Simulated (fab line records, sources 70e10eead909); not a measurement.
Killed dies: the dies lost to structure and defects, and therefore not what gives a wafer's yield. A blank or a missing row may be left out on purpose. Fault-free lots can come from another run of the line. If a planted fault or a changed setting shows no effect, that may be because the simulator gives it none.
A struck lot beside a sound one | flow nandHarc | 15 steps out of a route of 1159
Sound: wafers L266.3, L266.5, L266.6. Struck: wafer L278.4. (L278.1, L278.3 of the same lot were not struck and are left out.) The cause comes at the end.
For every step that has rows: the tool of each side, followed by ch and its chambers, followed by its first start. Under that, the readings that differ: sound wafers | struck wafers | difference of the means | sigmas: that difference in standard deviations of wafers without a fault.
alike: words and numbers the same on both sides, and readings whose means are apart by under 2 such deviations; not compared: readings that were withheld, readings missing a value for some wafer, numbers with overlapping values and no deviation given by the record, and bounds like >300 which may hide the same value.
A row with sigmas, a row that says differs or no value, or rows on one side alone: a step with any of these is where the two part. When numbers do not overlap yet have no deviation, they are printed without sigmas and do not part them. Lack of a reading on every wafer of one side parts them only where that side has two or more wafers.

NHARC_A_CONTACT_ETCH_78: etches the open film in O2/COS, target depth 2800 nm, time 728 s.
  sound on rieDiel-06 ch 1,2,3; struck on rieDiel-09 ch 2
reading            | sound             | struck | difference | sigmas
cosFlowSccm (sccm) | 20.01 19.93 20.01 | 20.10  | +0.12      | +2
  alike: drypumpMotorCurrentA, oesProductAu, rfVppV, runLengthS, showerheadPlenumPTorr, throttleValvePct
  not compared: rfHoursCounterH
NHARC_A_CONTACT_ETCH_124: etches the open film in C4F8/O2/Ar, time 140 s, target depth 700 nm.
  sound on harCapEtch-01 ch 0,1, day 17 06:03; struck on harCapEtch-03 ch 0, day 19 13:48
  alike: runLengthS
  not compared: rfHoursCounterH
then, 3 steps without rows for these wafers: NHARC_A_CONTACT_ETCH_125 (etches the open film in C4F8/O2/Ar, time 155 s, target depth 956 nm); NHARC_A_CONTACT_ETCH_126 (etches the open film in C4F8/O2/Ar, time 155 s, target depth 956 nm); NHARC_A_CONTACT_ETCH_127 (etches the open film in C4F8/O2/Ar, time 155 s, target depth 956 nm).
NHARC_A_CONTACT_ETCH_128: etches the open film in C4F8/O2/Ar, time 155 s, target depth 956 nm.
  sound on harCapEtch-01 ch 0,1, day 17 06:39; struck on harCapEtch-03 ch 0, day 19 14:25
  not compared: rfHoursCounterH, runLengthS
then, 2 steps without rows for these wafers: NHARC_A_CONTACT_ETCH_129 (etches the open film in C4F8/O2/Ar, time 155 s, target depth 956 nm); NHARC_A_CONTACT_ETCH_130 (etches the open film in C4F8/O2/Ar, time 155 s, target depth 956 nm).
NHARC_A_CONTACT_ETCH_131: etches the open film in C4F8/O2/Ar, time 155 s, target depth 956 nm.
  sound on harCapEtch-01 ch 0,1, day 17 07:05; struck on harCapEtch-03 ch 0, day 19 14:51
  not compared: rfHoursCounterH, runLengthS
NHARC_A_CONTACT_ETCH_132: etches the open film in C4F8/O2/Ar, time 156 s, target depth 958 nm.
  sound on harCapEtch-01 ch 0,1, day 17 07:13; struck on harCapEtch-03 ch 0, day 19 14:59
  not compared: rfHoursCounterH, runLengthS
then, 2 steps without rows for these wafers: NHARC_A_CONTACT_ETCH_133 (etches the open film in C4F8/O2/Ar, time 195 s, target depth 840 nm); NHARC_A_CONTACT_ETCH_91 (etches the open film in CH3F/O2, target depth 40 nm, time 85.7 s).
NHARC_A_CONTACT_ETCH_97: etches the open film in C4F6/O2, target depth 20 nm, time 10 s.
  sound on rieDiel-06 ch 0,3, day 17 08:07; struck on rieDiel-11 ch 2, day 19 15:51
reading        | sound          | struck | difference | sigmas
runLengthS (s) | 31.2 31.8 30.6 | 27.2   | -4.0       | -11
  alike: c4f6FlowSccm, drypumpMotorCurrentA, oesProductAu, rfVppV, showerheadPlenumPTorr, throttleValvePct
  not compared: rfHoursCounterH
NHARC_A_CONTACT_CD_MEAS_80:
  sound on cdSem-02 at day 17 08:11; struck on cdSem-03 at day 19 15:56
  alike: cdNm
-- record jumps: 3 days between struck wafers' starts before vs after; left off in module A_CONTACT, resumes in module END, first step shown is number 1159 of the route --
NHARC_END_SORT_01:
  at this point the record logs the struck wafers (prober-02 ch 0, day 22 09:09) and has no rows for the sound ones

## WHERE THEY PART
Last at NHARC_END_SORT_01 as far as this record goes, first at NHARC_A_CONTACT_ETCH_78.

WHY: what the simulator had put in
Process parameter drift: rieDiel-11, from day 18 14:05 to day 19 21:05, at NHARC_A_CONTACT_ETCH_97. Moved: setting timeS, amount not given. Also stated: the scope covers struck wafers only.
